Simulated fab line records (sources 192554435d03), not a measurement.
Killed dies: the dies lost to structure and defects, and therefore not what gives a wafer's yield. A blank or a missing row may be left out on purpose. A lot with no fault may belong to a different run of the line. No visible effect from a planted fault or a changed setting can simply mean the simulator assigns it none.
The tool behind it: which one? ; flow n5_finfet ; 7 lots, 21 wafers sampled, at 9 steps of a route of 1938

## WHAT THE GAUGES SHOWED, per wafer
N5_DUMMY_GATE_CD_MEAS_50: the cd target is 14 nm.
lot;measured;on;cd_nm (nm)
L596;day 3 21:39;cd_sem-03;14.0 13.9 14.2
L599;day 4 11:38;cd_sem-02;13.4 13.6 13.8
L600;day 4 19:09;cd_sem-02;13.7 14.1 14.0
L604;day 5 21:50;cd_sem-02;14.0 12.9 13.8
L614;day 8 04:34;cd_sem-01;14.5 14.4 14.0
L615;day 8 10:06;cd_sem-02;13.7 14.4 13.4
L616;day 8 16:40;cd_sem-01;14.0 13.6 13.9

N5_DUMMY_GATE_INSPECT_27: inspects for defects (brightfield).
lot;measured;on;raw_defect_count
L596;day 3 22:26;defect_inspect-01;197 156 213
L599;day 4 12:27;defect_inspect-01;276 167 186
L600;day 4 20:02;defect_inspect-01;648 613 569
L604;day 5 22:50;defect_inspect-02;596 601 599
L614;day 8 05:20;defect_inspect-01;279 405 301
L615;day 8 10:53;defect_inspect-02;159 255 222
L616;day 8 17:30;defect_inspect-02;348 441 332

N5_SPACER0_INSPECT_04: inspects for defects (darkfield).
lot;measured;on;raw_defect_count
L596;day 3 23:02;defect_inspect-01;132 95 124
L599;day 4 13:04;defect_inspect-01;154 83 116
L600;day 4 22:21;defect_inspect-01;507 482 498
L604;day 5 23:32;defect_inspect-01;430 451 435
L614;day 8 05:57;defect_inspect-02;154 168 157
L615;day 8 11:29;defect_inspect-01;61 97 122
L616;day 8 18:06;defect_inspect-01;114 160 119

N5_SD_EPI_N_INSPECT_11: inspects for defects (macro).
lot;measured;on;raw_defect_count
L596;day 3 23:22;defect_inspect-01;2 4 2
L599;day 4 13:31;defect_inspect-01;3 3 4
L600;day 4 22:41;defect_inspect-01;>300 >300 >300
L604;day 5 23:52;defect_inspect-02;>300 >300 >300
L614;day 8 06:24;defect_inspect-02;2 2 1
L615;day 8 11:57;defect_inspect-02;1 4 2
L616;day 8 18:34;defect_inspect-02;2 3 2

N5_SD_EPI_N_INSPECT_26: inspects for defects (darkfield).
lot;measured;on;raw_defect_count
L596;day 4 03:27;defect_inspect-01;162 158 183
L599;day 4 18:02;defect_inspect-01;205 133 205
L600;day 5 03:55;defect_inspect-01;542 523 550
L604;day 6 04:00;defect_inspect-02;482 527 541
L614;day 8 11:16;defect_inspect-01;197 189 190
L615;day 8 16:09;defect_inspect-02;119 149 205
L616;day 8 23:09;defect_inspect-02;189 213 208

N5_BEOL_M4_RC_MEAS_101.
lot;measured;on;DIBL_N (mV/V);DIBL_P (mV/V);IOFF_N (nA/um);IOFF_P (nA/um);ION_N (uA/um);ION_P (uA/um);SS_N (mV/dec);SS_P (mV/dec);VT_N (mV);VT_P (mV)
L596;day 10 10:26;prober-02;38.8 35.0 36.4;38.2 33.1 35.1;0.18 0.12 0.15;0.23 0.16 0.20;684 666 686;466 455 464;71.7 70.6 71.9;73.9 73.1 73.5;252 256 251;-247 -255 -251
L599;day 10 15:55;prober-01;35.5 35.7 34.7;36.4 36.0 34.5;0.16 0.15 0.13;0.22 0.21 0.18;679 668 663;465 457 451;71.4 71.8 71.7;73.5 72.9 73.5;248 251 253;-251 -248 -250
L600;day 11 12:28;prober-01;36.8 36.9 37.2;38.9 38.7 40.1;0.19 0.19 0.20;0.26 0.26 0.29;690 682 697;472 471 486;71.3 71.8 71.9;74.1 73.6 74.9;249 249 247;-248 -248 -245
L604;day 12 23:00;prober-02;33.7 38.6 35.6;32.9 38.7 35.8;0.13 0.22 0.17;0.20 0.29 0.26;674 694 696;469 472 479;71.2 72.7 71.5;71.8 74.4 73.3;250 243 249;-247 -245 -244
L614;day 15 14:51;prober-02;35.6 34.9 36.8;35.1 34.2 35.7;0.12 0.12 0.14;0.18 0.17 0.19;648 672 667;450 464 461;71.4 70.7 70.9;73.4 73.2 72.4;255 254 252;-253 -251 -253
L615;day 15 18:29;prober-02;35.4 34.7 40.7;36.1 35.6 41.8;0.13 0.13 0.24;0.16 0.16 0.26;665 662 697;456 456 463;71.8 71.1 73.0;72.6 73.2 74.2;254 252 245;-253 -256 -247
L616;day 16 21:25;prober-01;35.7 37.1 35.8;34.9 36.6 35.0;0.15 0.17 0.15;0.21 0.23 0.21;665 670 680;459 462 463;71.9 72.6 72.4;72.9 73.0 72.9;250 248 253;-250 -248 -251

## TOOL THAT RAN EACH LOT (tool first, then ch and the chambers of the sampled wafers, then the start)
lot;N5_DUMMY_GATE_ETCH_37;N5_DUMMY_GATE_HM_OPEN_21;N5_DUMMY_GATE_STRIP_48
L596;rie_diel-01 ch 0,3, day 3 21:25;rie_diel-05 ch 2,3, day 3 21:47;rie_diel-05 ch 0,2,3, day 3 22:14
L599;rie_diel-01 ch 1,2, day 4 11:24;rie_diel-05 ch 0,3, day 4 11:46;rie_diel-01 ch 0,2, day 4 12:16
L600;rie_diel-05 ch 0,1,2, day 4 18:48;rie_diel-05 ch 0,1,3, day 4 19:17;rie_diel-01 ch 0,1,2, day 4 19:45
L604;rie_diel-01 ch 1,3, day 5 21:36;rie_diel-05 ch 1,3, day 5 22:10;rie_diel-04 ch 0,1, day 5 22:38
L614;rie_diel-04 ch 0,2,3, day 8 04:20;rie_diel-04 ch 0,1,2, day 8 04:42;rie_diel-04 ch 0,2,3, day 8 05:10
L615;rie_diel-01 ch 1,2,3, day 8 09:52;rie_diel-05 ch 0,1,3, day 8 10:14;rie_diel-05 ch 0,1,2, day 8 10:41
L616;rie_diel-01 ch 0,1, day 8 16:25;rie_diel-04 ch 0,1, day 8 16:47;rie_diel-01 ch 1,2,3, day 8 17:19
- N5_DUMMY_GATE_ETCH_37: etches SOC in N2/H2, target depth 60 nm, overetch 30 nm.
- N5_DUMMY_GATE_HM_OPEN_21: chemistry CH3F/O2, target SiNx, target depth 120 nm, time 171.4 s.
- N5_DUMMY_GATE_STRIP_48: strips in N2/H2, time 20 s.

## AS READ BY THE TOOLS THEMSELVES (means over the sampled wafers that have a number; for cases with no such wafer, the mark the record gives instead)
N5_DUMMY_GATE_ETCH_37.
lot;tool;drypump_motor_current_A (A);h2_flow_sccm (sccm);oes_product_au (a.u.);rf_vpp_V (V);showerhead_plenum_p_Torr (Torr);throttle_valve_pct (%)
L596;rie_diel-01;6.3;200.1;0.55;523.9;2.54;18.17
L599;rie_diel-01;5.8;200.0;0.63;526.2;2.63;17.71
L600;rie_diel-05;5.4;200.6;0.65;525.5;2.61;17.89
L604;rie_diel-01;6.2;199.4;0.69;524.5;2.54;17.66
L614;rie_diel-04;5.7;199.9;0.58;522.2;2.50;17.95
L615;rie_diel-01;5.9;200.5;0.65;524.2;2.57;17.71
L616;rie_diel-01;6.2;200.3;0.56;525.7;2.62;18.00

N5_DUMMY_GATE_HM_OPEN_21.
lot;tool;drypump_motor_current_A (A);oes_o_777_au (a.u.);oes_product_au (a.u.);rf_vpp_V (V);showerhead_plenum_p_Torr (Torr);throttle_valve_pct (%)
L596;rie_diel-05;5.2;0.90;0.89;294;1.98;16.35
L599;rie_diel-05;4.8;0.82;0.79;296;2.06;16.48
L600;rie_diel-05;5.2;0.88;0.87;296;2.07;16.47
L604;rie_diel-05;5.3;0.91;0.90;296;2.04;16.39
L614;rie_diel-04;5.7;0.78;0.77;295;1.97;16.50
L615;rie_diel-05;5.2;0.84;0.82;296;2.07;16.53
L616;rie_diel-04;5.7;0.81;0.80;299;1.98;16.53

N5_DUMMY_GATE_STRIP_48.
lot;tool;drypump_motor_current_A (A);h2_flow_sccm (sccm);oes_product_au (a.u.);rf_vpp_V (V);showerhead_plenum_p_Torr (Torr);throttle_valve_pct (%)
L596;rie_diel-05;5.1;299.6;0.83;45.4;3.36;12.10
L599;rie_diel-01;5.5;300.1;0.85;44.6;3.47;12.19
L600;rie_diel-01;5.8;300.8;0.78;45.8;3.48;12.29
L604;rie_diel-04;5.8;299.8;0.83;44.9;3.32;12.23
L614;rie_diel-04;5.7;299.7;0.73;45.6;3.31;12.39
L615;rie_diel-05;5.4;300.0;0.79;45.0;3.44;12.28
L616;rie_diel-01;5.9;299.9;0.82;45.1;3.41;12.09

## THE ANSWER, worked out from the rows above alone
Rule: the usual values come from the lots themselves. Put in order of their means at a reading, lots are off if they are a third of the lots or fewer, leave a main group of 4 or more, and stand apart from it by a gap of 3 or more times the standard deviation of the main group's means; of several such gaps the widest counts. If all means in a main group match to the digits the tables above print for the reading, that group is not used. Also off: a lot with no number at a reading for which 4 or more lots have one. Any other lot the step has rows for is counted as sound. After the gauges, taken in route order, come the tools' own readings; for these a lot's mean is taken, as printed above. At the first step where some lot is off, the reading lying furthest off is the one used; lots without a number count as furthest.
Off, at N5_DUMMY_GATE_INSPECT_27 on raw_defect_count: L600, L604. The main group has a mean of 262 with a standard deviation of 74.
A tool fits if, at a process step before that reading, it ran every lot that is off, and no sound lot after the first of them. Not tried: the gauges at N5_DUMMY_GATE_INSPECT_27; whatever is off there is also off at N5_BEOL_M4_RC_MEAS_101, on other tools, and gauge error can't account for it. Of those tried, none fits.

## WHAT THE SIMULATOR PUT IN
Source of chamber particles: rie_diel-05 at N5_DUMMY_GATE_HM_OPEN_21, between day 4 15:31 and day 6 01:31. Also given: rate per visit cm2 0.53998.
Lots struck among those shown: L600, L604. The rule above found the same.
